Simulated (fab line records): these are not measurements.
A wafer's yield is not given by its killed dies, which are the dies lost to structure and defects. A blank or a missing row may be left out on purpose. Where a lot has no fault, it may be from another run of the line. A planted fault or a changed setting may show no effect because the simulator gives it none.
Split-lot experiment | flow n5-finfet | 7 lots, 39 wafers read, on a route of 1938 steps

THE SPLIT
At N5_PASSIVATION_ETCH_54 (etches SiO2 in CHF3/O2, target depth 880 nm, time 440 s), the setting time-s was moved away from the recipe's 440 s on 12 of the 39 wafers read, by -59.6% to +30.6%. For the rest of the wafers, this setting stayed at what the recipe calls for.

The reading comes from the split's own step.

THE READING
etch.depth-nm (the simulator's own value, which no gauge read), in nm, at N5_PASSIVATION_ETCH_54 (etches SiO2 in CHF3/O2, target depth 880 nm, time 440 s). No usual value for it is given in the file. Across the 27 wafers here that went through the recipe, the average is 870.0 nm and the standard deviation 18 nm.

wafer  | tool, chamber at the split | time-s as run, s | against the recipe | etch.depth-nm, nm | against lot-mates on the recipe
L076.1 | rie-diel-02, 0             | 440              | recipe             | 849.9             | -
L076.3 | rie-diel-02, 2             | 440              | recipe             | 865.3             | -
L076.6 | rie-diel-02, 3             | 440              | recipe             | 862.5             | -
L081.1 | rie-diel-01, 1             | 574.8            | +30.6%             | 1160              | +280.4
L081.2 | rie-diel-01, 0             | 440              | recipe             | 845.4             | -
L081.3 | rie-diel-01, 2             | 574.8            | +30.6%             | 1159              | +279.4
L081.4 | rie-diel-01, 3             | 440              | recipe             | 895.1             | -
L081.5 | rie-diel-01, 2             | 574.8            | +30.6%             | 1164              | +284.4
L081.6 | rie-diel-01, 3             | 440              | recipe             | 898.3             | -
L089.1 | rie-diel-01, 0             | 440              | recipe             | 838.4             | -
L089.2 | rie-diel-01, 3             | 440              | recipe             | 879.3             | -
L089.3 | rie-diel-01, 2             | 440              | recipe             | 875               | -
L089.4 | rie-diel-01, 1             | 440              | recipe             | 871.4             | -
L089.5 | rie-diel-01, 0             | 440              | recipe             | 831               | -
L089.6 | rie-diel-01, 1             | 440              | recipe             | 874.3             | -
L091.1 | rie-diel-02, 1             | 440              | recipe             | 861.3             | -
L091.2 | rie-diel-02, 2             | 238.7            | -45.8%             | 472               | -409.9
L091.3 | rie-diel-02, 3             | 440              | recipe             | 905.6             | -
L091.4 | rie-diel-02, 0             | 238.7            | -45.8%             | 490.7             | -391.2
L091.5 | rie-diel-02, 2             | 440              | recipe             | 878.9             | -
L091.6 | rie-diel-02, 1             | 238.7            | -45.8%             | 466.4             | -415.5
L092.1 | rie-diel-02, 2             | 203.9            | -53.7%             | 406.7             | -470.9
L092.2 | rie-diel-02, 1             | 440              | recipe             | 873               | -
L092.3 | rie-diel-02, 0             | 440              | recipe             | 897.9             | -
L092.4 | rie-diel-02, 3             | 203.9            | -53.7%             | 416.1             | -461.5
L092.5 | rie-diel-02, 1             | 440              | recipe             | 862               | -
L092.6 | rie-diel-02, 0             | 203.9            | -53.7%             | 417.3             | -460.3
L095.1 | rie-diel-06, 2             | 177.7            | -59.6%             | 348.1             | -519.1
L095.2 | rie-diel-06, 0             | 177.7            | -59.6%             | 351.1             | -516.1
L095.3 | rie-diel-06, 3             | 440              | recipe             | 878.4             | -
L095.4 | rie-diel-06, 1             | 440              | recipe             | 848               | -
L095.5 | rie-diel-06, 3             | 440              | recipe             | 875.1             | -
L095.6 | rie-diel-06, 2             | 177.7            | -59.6%             | 347.9             | -519.3
L093.1 | rie-diel-06, 3             | 440              | recipe             | 885.8             | -
L093.2 | rie-diel-06, 1             | 440              | recipe             | 850.4             | -
L093.3 | rie-diel-06, 2             | 440              | recipe             | 865.9             | -
L093.4 | rie-diel-06, 0             | 440              | recipe             | 871.1             | -
L093.5 | rie-diel-06, 2             | 440              | recipe             | 869.4             | -
L093.6 | rie-diel-06, 3             | 440              | recipe             | 881.9             | -

THE FIT
A straight line over all 39 wafers: etch.depth-nm changes by +8.76 nm for each +1% of time-s; r = +1.00; the points scatter about the line by 17 nm.
The same after taking each lot's own level away (the mean of its wafers on the recipe; 39 wafers): +8.79 nm for each +1%; r = +1.00; scatter 15 nm.
Per that fit: largest time-s move, reading shift of 5.2e+02 nm.
The lots' own levels span 859.23 to 881.93 nm, that is 1.3 times the standard deviation above.
The two slopes agree, so the slope changes little with the lot-to-lot level.
Check: -523 nm against its lot-mates is what the line predicts for one of the wafers moved furthest among these (-59.6%) when that wafer is left out of the fit. Against them it came out at -519 nm.

ADDITIONAL SPLITS CARRIED BY THESE WAFERS
Other splits were also applied to these wafers ahead of the reading. Each is held against what the fit with the lots' levels taken away leaves over:
other split on the same wafers            | wafers away from the commonest value | r with etch.depth-nm (lot level and that fit taken away)
N5_BEOL_M15_TRENCH_ETCH_34 target-depth-a | 9                                    | +0.19

THE WHOLE CHAIN: every reading that the file lists as answering this split, in the file's order
step                   | what it does                                            | reading                                                                       | change (the file's fit)              | r (the file's)
N5_PASSIVATION_ETCH_54 | etches SiO2 in CHF3/O2, target depth 880 nm, time 440 s | PASSIVATION.feature-depth-nm (the simulator's own value, which no gauge read) | +8.77 nm for each +1% of the setting | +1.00
N5_PASSIVATION_ETCH_54 | etches SiO2 in CHF3/O2, target depth 880 nm, time 440 s | etch.depth-nm (the simulator's own value, which no gauge read)                | +8.77 nm for each +1% of the setting | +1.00

THE FILE'S OWN FIT
etch.depth-nm changes by +8.77 nm for each +1% of time-s, r = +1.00.
